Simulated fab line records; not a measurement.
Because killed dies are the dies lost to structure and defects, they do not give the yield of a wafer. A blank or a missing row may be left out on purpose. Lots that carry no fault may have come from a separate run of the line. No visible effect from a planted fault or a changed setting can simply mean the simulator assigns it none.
Matching of chambers :: flow n5Finfet :: N5_BEOL_M5_ETCH_75 on rieDiel-02: 4 sister chambers
The step etches underlayer in N2/H2, target depth 6.5 nm, time 5.2 s. 16 wafers are shown with their chamber, then 8 later ones without.

WAFERS, EACH WITH ITS CHAMBER
wafer: L079.1
chamber: 3
showerheadPlenumPTorr (Torr): 2.45
drypumpMotorCurrentA (A): 6.5
throttleValvePct (%): 18.18

wafer: L079.3
chamber: 0
showerheadPlenumPTorr (Torr): 2.54
drypumpMotorCurrentA (A): 6.6
throttleValvePct (%): 18.15

wafer: L079.4
chamber: 1
showerheadPlenumPTorr (Torr): 2.63
drypumpMotorCurrentA (A): 5.7
throttleValvePct (%): 17.92

wafer: L082.1
chamber: 3
showerheadPlenumPTorr (Torr): 2.45
drypumpMotorCurrentA (A): 6.5
throttleValvePct (%): 18.18

wafer: L082.2
chamber: 1
showerheadPlenumPTorr (Torr): 2.63
drypumpMotorCurrentA (A): 5.7
throttleValvePct (%): 17.94

wafer: L082.4
chamber: 2
showerheadPlenumPTorr (Torr): 2.51
drypumpMotorCurrentA (A): 5.8
throttleValvePct (%): 17.97

wafer: L084.4
chamber: 3
showerheadPlenumPTorr (Torr): 2.45
drypumpMotorCurrentA (A): 6.5
throttleValvePct (%): 18.18

wafer: L084.5
chamber: 1
showerheadPlenumPTorr (Torr): 2.63
drypumpMotorCurrentA (A): 5.7
throttleValvePct (%): 17.94

wafer: L084.6
chamber: 2
showerheadPlenumPTorr (Torr): 2.51
drypumpMotorCurrentA (A): 5.9
throttleValvePct (%): 17.98

wafer: L090.1
chamber: 1
showerheadPlenumPTorr (Torr): 2.63
drypumpMotorCurrentA (A): 5.7
throttleValvePct (%): 17.95

wafer: L090.2
chamber: 2
showerheadPlenumPTorr (Torr): 2.51
drypumpMotorCurrentA (A): 5.9
throttleValvePct (%): 18.00

wafer: L090.4
chamber: 3
showerheadPlenumPTorr (Torr): 2.44
drypumpMotorCurrentA (A): 6.5
throttleValvePct (%): 18.20

wafer: L087.2
chamber: 3
showerheadPlenumPTorr (Torr): 2.44
drypumpMotorCurrentA (A): 6.5
throttleValvePct (%): 18.18

wafer: L087.3
chamber: 0
showerheadPlenumPTorr (Torr): 2.54
drypumpMotorCurrentA (A): 6.6
throttleValvePct (%): 18.22

wafer: L087.4
chamber: 1
showerheadPlenumPTorr (Torr): 2.62
drypumpMotorCurrentA (A): 5.7
throttleValvePct (%): 17.99

wafer: L089.2
chamber: 0
showerheadPlenumPTorr (Torr): 2.53
drypumpMotorCurrentA (A): 6.5
throttleValvePct (%): 18.20

SIGNATURES (averages over the wafers above)
reading: showerheadPlenumPTorr
chamber 0: 2.5367
chamber 1: 2.6280
chamber 2: 2.5100
chamber 3: 2.4460
scatter within a chamber: 0.00471

reading: drypumpMotorCurrentA
chamber 0: 6.567
chamber 1: 5.700
chamber 2: 5.867
chamber 3: 6.500
scatter within a chamber: 0.0333

reading: throttleValvePct
chamber 0: 18.1900
chamber 1: 17.9480
chamber 2: 17.9833
chamber 3: 18.1840
scatter within a chamber: 0.0225
Rule: distance of a wafer from a chamber = root of the sum over the readings of ((wafer's reading minus chamber's mean) / reading's scatter) squared. The wafer belongs to the nearest chamber; if the next one is less than 2 further off, it can't be placed. How the scatter is found: for the shown wafers, subtract from each reading the mean of its chamber, square and add these, divide the total by (wafers less chambers), then take the root.

WAFERS WITH NO CHAMBER GIVEN
wafer: L089.4
showerheadPlenumPTorr (Torr): 2.44
drypumpMotorCurrentA (A): 6.5
throttleValvePct (%): 18.20

wafer: L089.5
showerheadPlenumPTorr (Torr): 2.53
drypumpMotorCurrentA (A): 6.5
throttleValvePct (%): 18.20

wafer: L094.2
showerheadPlenumPTorr (Torr): 2.50
drypumpMotorCurrentA (A): 5.9
throttleValvePct (%): 17.62

wafer: L094.3
showerheadPlenumPTorr (Torr): 2.53
drypumpMotorCurrentA (A): 6.5
throttleValvePct (%): 18.24

wafer: L094.4
showerheadPlenumPTorr (Torr): 2.44
drypumpMotorCurrentA (A): 6.6
throttleValvePct (%): 18.24

wafer: L097.2
showerheadPlenumPTorr (Torr): 2.43
drypumpMotorCurrentA (A): 6.6
throttleValvePct (%): 18.21

wafer: L097.4
showerheadPlenumPTorr (Torr): 2.53
drypumpMotorCurrentA (A): 6.5
throttleValvePct (%): 18.23

wafer: L097.6
showerheadPlenumPTorr (Torr): 2.62
drypumpMotorCurrentA (A): 5.7
throttleValvePct (%): 18.00

WHICH CHAMBER EACH ONE RAN IN
wafer: L089.4
from the rows above: 3
in truth: 3

wafer: L089.5
from the rows above: 0
in truth: 0

wafer: L094.2
from the rows above: 2
in truth: 2

wafer: L094.3
from the rows above: 0
in truth: 0

wafer: L094.4
from the rows above: 3
in truth: 3

wafer: L097.2
from the rows above: 3
in truth: 3

wafer: L097.4
from the rows above: 0
in truth: 0

wafer: L097.6
from the rows above: 1
in truth: 1
Correctly placed: 8 of 8. From these rows, 0 cannot be placed. Placed wrongly: 0.
